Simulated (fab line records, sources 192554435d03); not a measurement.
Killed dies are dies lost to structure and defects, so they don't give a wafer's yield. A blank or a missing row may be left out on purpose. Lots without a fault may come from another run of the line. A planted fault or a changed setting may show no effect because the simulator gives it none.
Which tool did it? | flow n5_finfet | 24 lots, 72 wafers sampled, at 1 step of a route of 1938

WHAT THE GAUGES READ, wafer by wafer
N5_BEOL_M2_CD_MEAS_18: pitch 36 nm, target cd 18 nm.
lot  | measured     | on        | cd_nm (nm)
L074 | day 6 16:04  | cd_sem-01 | 17.72 17.75 17.63
L075 | day 7 02:20  | cd_sem-02 | 18.23 18.36 18.51
L076 | day 7 02:50  | cd_sem-01 | 18.37 18.09 18.02
L077 | day 7 08:20  | cd_sem-01 | 17.86 17.52 17.80
L078 | day 7 08:47  | cd_sem-02 | 18.42 17.70 18.15
L079 | day 7 17:51  | cd_sem-03 | 18.31 17.64 17.80
L081 | day 8 21:09  | cd_sem-03 | 18.23 17.84 18.52
L080 | day 8 21:40  | cd_sem-02 | 17.35 17.56 17.31
L083 | day 8 22:34  | cd_sem-02 | 17.93 18.10 17.98
L082 | day 8 22:45  | cd_sem-01 | 17.92 17.96 18.10
L084 | day 9 04:14  | cd_sem-02 | 17.92 18.01 17.68
L085 | day 9 19:08  | cd_sem-03 | 18.20 17.89 17.96
L086 | day 9 19:53  | cd_sem-01 | 17.65 17.85 18.34
L087 | day 10 04:14 | cd_sem-02 | 18.31 18.78 18.15
L089 | day 10 08:04 | cd_sem-01 | 17.85 18.33 17.47
L088 | day 10 14:33 | cd_sem-01 | 18.21 18.30 17.98
L090 | day 11 02:10 | cd_sem-02 | 17.75 17.99 18.26
L091 | day 11 03:04 | cd_sem-01 | 18.34 17.77 18.35
L092 | day 11 20:02 | cd_sem-03 | 18.31 17.69 17.78
L093 | day 11 21:44 | cd_sem-03 | 18.03 17.90 18.11
L094 | day 12 02:04 | cd_sem-02 | 17.56 17.87 17.88
L095 | day 12 12:29 | cd_sem-03 | 17.99 17.39 18.08
L096 | day 12 20:51 | cd_sem-01 | 17.87 18.10 17.92
L097 | day 13 08:41 | cd_sem-02 | 18.08 18.04 18.62

WHICH TOOL RAN EACH LOT (tool, then ch and the chambers of the sampled wafers, then the start)
The record holds no process step before these readings.

WHAT THE TOOLS THEMSELVES READ (means of the sampled wafers that have a number; where no wafer has one, the mark that the record gives instead)
The record holds no such reading with a usual standard deviation.

THE ANSWER, worked out from the rows above alone
Rule: what is usual is taken from the lots themselves. Put in order of their means at a reading, lots are off if they are a third of the lots or fewer, leave a main group of 4 or more, and stand apart from it by a gap of 3 or more times the standard deviation of the main group's means; of several such gaps the widest counts. A main group whose means are all the same, to the digits that the tables above print for the reading, isn't used. A lot without any number at a reading at which 4 lots or more have one is off too. The other lots that the step has rows for count as sound. The gauges are gone through in route order, then the tools' own readings, and for those a lot's mean is taken as printed above. The first step at which some lot is off is used, and at that step the reading that is off furthest; a lot without a number counts as furthest.
No lot is off at any reading shown: from this, nothing can be told.

WHAT THE SIMULATOR HAD PUT IN
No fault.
